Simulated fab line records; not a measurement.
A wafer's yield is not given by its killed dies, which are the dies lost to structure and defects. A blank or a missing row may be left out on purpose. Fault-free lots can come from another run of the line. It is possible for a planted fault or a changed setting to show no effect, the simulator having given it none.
A lot that was struck, set against a sound lot + flow n5_finfet + 16 out of 1938 route steps
Sound: wafers L455.1, L455.4, L455.6. Struck: wafer L470.4. (L470.1, L470.6 of the same lot were not struck and are left out.) The cause comes at the end.
Per side, at each step with rows, come the tool, then ch with its chambers, and then its first start. Under that, the readings that differ: sound wafers + struck wafers + difference of the means + sigmas: that difference in standard deviations of wafers without a fault.
alike: words and numbers the same on both sides, and readings whose means are apart by under 2 such deviations; not compared: readings that were withheld, readings missing a value for some wafer, numbers with overlapping values and no deviation given by the record, and bounds like >300 which may hide the same value.
The two part at a step that has a row with sigmas, a row that says differs or no value, or rows on one side only. Numbers that have no deviation but don't overlap get no sigmas and don't part them. Lack of a reading on every wafer of one side parts them only where that side has two or more wafers.

first, 3 steps without rows for these wafers: N5_GATE_CUT_EXPOSE_10 (exposes mask GATE CUT, target cd 20 nm); N5_GATE_CUT_PEB_11 (peb time 60 s); N5_GATE_CUT_DEVELOP_12 (develop time 30 s).
N5_GATE_CUT_CD_MEAS_13: the cd target is 20 nm.
  sound on cd_sem-01 ch 0, day 5 03:41; struck on cd_sem-01 ch 0, day 9 00:34
  alike: cd_nm
N5_GATE_CUT_OVL_MEAS_14:
  sound on overlay-02 ch 0, day 5 03:43; struck on overlay-01 ch 0, day 9 00:35
  alike: GATE_CUT_OVL
N5_GATE_CUT_INSPECT_15: inspects for defects (brightfield).
  sound on defect_inspect-02, day 5 03:46; struck on defect_inspect-01, day 9 00:39
  alike: raw_defect_count
N5_GATE_CUT_DESCUM_18: chemistry O2, time 7 s.
  sound on rie_diel-05 ch 1,3, day 5 03:48; struck on rie_diel-05 ch 1, day 9 00:46
  alike: chamber_pressure_mTorr, drypump_motor_current_A, oes_product_au, rf_vpp_V, showerhead_plenum_p_Torr, throttle_valve_pct
  not compared: rf_hours_counter_h
N5_GATE_CUT_ETCH_28: etches underlayer in N2/H2, target depth 13 nm, time 10.4 s.
  sound on rie_diel-05 ch 1,3, day 5 03:50; struck on rie_diel-05 ch 1, day 9 00:48
  alike: chamber_pressure_mTorr, drypump_motor_current_A, etch_rf_on_time_s, oes_product_au, rf_vpp_V, showerhead_plenum_p_Torr, throttle_valve_pct
  not compared: rf_hours_counter_h
N5_GATE_CUT_ETCH_36: etches SiARC in CF4, target depth 13 nm, time 21.7 s.
  sound on rie_diel-05 ch 1,3, day 5 03:52; struck on rie_diel-05 ch 1, day 9 00:49
  alike: chamber_pressure_mTorr, drypump_motor_current_A, etch_rf_on_time_s, oes_product_au, rf_vpp_V, showerhead_plenum_p_Torr, throttle_valve_pct
  not compared: rf_hours_counter_h
N5_GATE_CUT_ETCH_37: etches SOC in N2/H2, target depth 60 nm, overetch 12 nm, time 90 s.
  sound on rie_diel-05 ch 1,3, day 5 03:53; struck on rie_diel-05 ch 1, day 9 00:50
| reading                        | sound                | struck | difference | sigmas |
|--------------------------------|----------------------|--------|------------|--------|
| chamber_pressure_mTorr (mTorr) | 29.938 30.026 29.944 | 30.024 | +0.055     | +2     |
  alike: drypump_motor_current_A, oes_product_au, rf_vpp_V, showerhead_plenum_p_Torr, throttle_valve_pct
  not compared: rf_hours_counter_h
then, 2 steps without rows for these wafers: N5_GATE_CUT_STRIP_38 (strips in N2/H2); N5_GATE_CUT_STRIP_39 (strips in N2/H2).
N5_GATE_CUT_HM_OPEN_40: chemistry C4F6/O2, target SiO2, target depth 139 nm, time 85.1 s.
  sound on rie_diel-05 ch 1,3, day 5 03:58; struck on rie_diel-05 ch 1, day 9 00:56
| reading               | sound          | struck | difference | sigmas |
|-----------------------|----------------|--------|------------|--------|
| etch_rf_on_time_s (s) | 96.2 97.7 97.7 | 127.3  | +30.1      | +14    |
  alike: chamber_pressure_mTorr, drypump_motor_current_A, oes_ar_750_au, oes_product_au, rf_vpp_V, showerhead_plenum_p_Torr, throttle_valve_pct
  not compared: rf_hours_counter_h
N5_GATE_CUT_STRIP_41: strips in CF4.
  sound on rie_diel-05 ch 1,3, day 5 04:02; struck on rie_diel-05 ch 1, day 9 00:59
  alike: chamber_pressure_mTorr, drypump_motor_current_A, oes_product_au, rf_vpp_V, showerhead_plenum_p_Torr, throttle_valve_pct
  not compared: rf_hours_counter_h
-- a jump in the record: the struck wafers' starts before and after are 7 days apart (it breaks off in module GATE_CUT and resumes in module BEOL_M4, where the first step shown is number 1111 of the route) --
N5_BEOL_M4_RC_MEAS_101:
  sound on prober-01 ch 0, day 11 19:55; struck on prober-02 ch 0, day 15 19:31
  alike: DIBL_N, DIBL_P, IOFF_N, IOFF_P, ION_N, ION_P, SS_N, SS_P, VT_N, VT_P
following that, these wafers have no rows for 1 step: N5_PASSIVATION_PROBE_49.

== WHERE THEY PART ==
Last at N5_GATE_CUT_HM_OPEN_40 as far as this record goes, first at N5_GATE_CUT_ETCH_37. Later steps at which nothing parts them and some readings are alike: N5_GATE_CUT_STRIP_41, N5_BEOL_M4_RC_MEAS_101.

WHY: whatever the simulator had introduced
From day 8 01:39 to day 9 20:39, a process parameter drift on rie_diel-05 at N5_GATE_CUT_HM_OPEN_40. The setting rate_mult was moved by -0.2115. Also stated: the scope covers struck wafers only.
